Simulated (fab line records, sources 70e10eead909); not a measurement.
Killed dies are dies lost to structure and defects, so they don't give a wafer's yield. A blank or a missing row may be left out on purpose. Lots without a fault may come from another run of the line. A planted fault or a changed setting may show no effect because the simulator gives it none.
Chamber matching | flow nand_harc | NHARC_A_CONTACT_ETCH_91 on rie_diel-11: 4 sister chambers
The step etches the open film in CH3F/O2, target depth 40 nm, time 85.7 s. 14 wafers are shown with their chamber, then 7 later ones without.

WAFERS WITH THEIR CHAMBER
wafer  | chamber | drypump_motor_current_A (A) | showerhead_plenum_p_Torr (Torr) | rf_vpp_V (V)
L076.3 | 2       | 6.4                         | 2.34                            | 242.4
L076.5 | 2       | 6.4                         | 2.34                            | 241.8
L076.6 | 3       | 5.8                         | 2.38                            | 244.1
L078.2 | 2       | 6.4                         | 2.33                            | 243.9
L078.3 | 1       | 5.8                         | 2.39                            | 243.4
L078.5 | 1       | 5.8                         | 2.39                            | 244.6
L079.1 | 1       | 5.8                         | 2.39                            | 245.5
L079.4 | 0       | 5.5                         | 2.44                            | 244.5
L079.6 | 3       | 5.9                         | 2.37                            | 241.2
L081.1 | 1       | 5.8                         | 2.39                            | 244.2
L081.2 | 3       | 5.9                         | 2.37                            | 243.2
L081.3 | 0       | 5.5                         | 2.44                            | 244.0
L080.2 | 3       | 5.8                         | 2.37                            | 243.8
L080.4 | 0       | 5.5                         | 2.44                            | 245.0

SIGNATURES (means of the wafers above)
reading                  | chamber 0 | chamber 1 | chamber 2 | chamber 3 | scatter within a chamber
drypump_motor_current_A  | 5.500     | 5.800     | 6.400     | 5.850     | 0.0316
showerhead_plenum_p_Torr | 2.4400    | 2.3900    | 2.3367    | 2.3725    | 0.00376
rf_vpp_V                 | 244.500   | 244.425   | 242.700   | 243.075   | 1.01
Rule: a wafer's distance from a chamber is the root of the sum, over the readings, of the square of ((its reading less the chamber's mean) divided by the reading's scatter). The wafer belongs to the nearest chamber; if the next one is less than 2 further off, it can't be placed. The scatter: the root of (the sum of the squares of (reading less its chamber's mean) over the shown wafers, divided by (wafers less chambers)).

WAFERS WITHOUT THEIR CHAMBER
wafer  | drypump_motor_current_A (A) | showerhead_plenum_p_Torr (Torr) | rf_vpp_V (V)
L080.6 | 5.8                         | 2.37                            | 242.3
L088.2 | 6.4                         | 2.32                            | 241.0
L088.5 | 5.9                         | 2.36                            | 242.2
L088.6 | 5.5                         | 2.44                            | 243.9
L095.1 | 5.9                         | 2.35                            | 241.6
L095.2 | 5.8                         | 2.37                            | 244.4
L095.5 | 6.4                         | 2.31                            | 242.2

WHICH CHAMBER EACH WENT THROUGH
wafer  | from the rows above | in truth
L080.6 | 3                   | 3
L088.2 | 2                   | 2
L088.5 | 3                   | 3
L088.6 | 0                   | 0
L095.1 | 3                   | 3
L095.2 | 3                   | 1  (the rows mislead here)
L095.5 | 2                   | 2
Placed correctly: 6 of 7. Can't be placed from these rows: 0. Placed wrongly: 1.
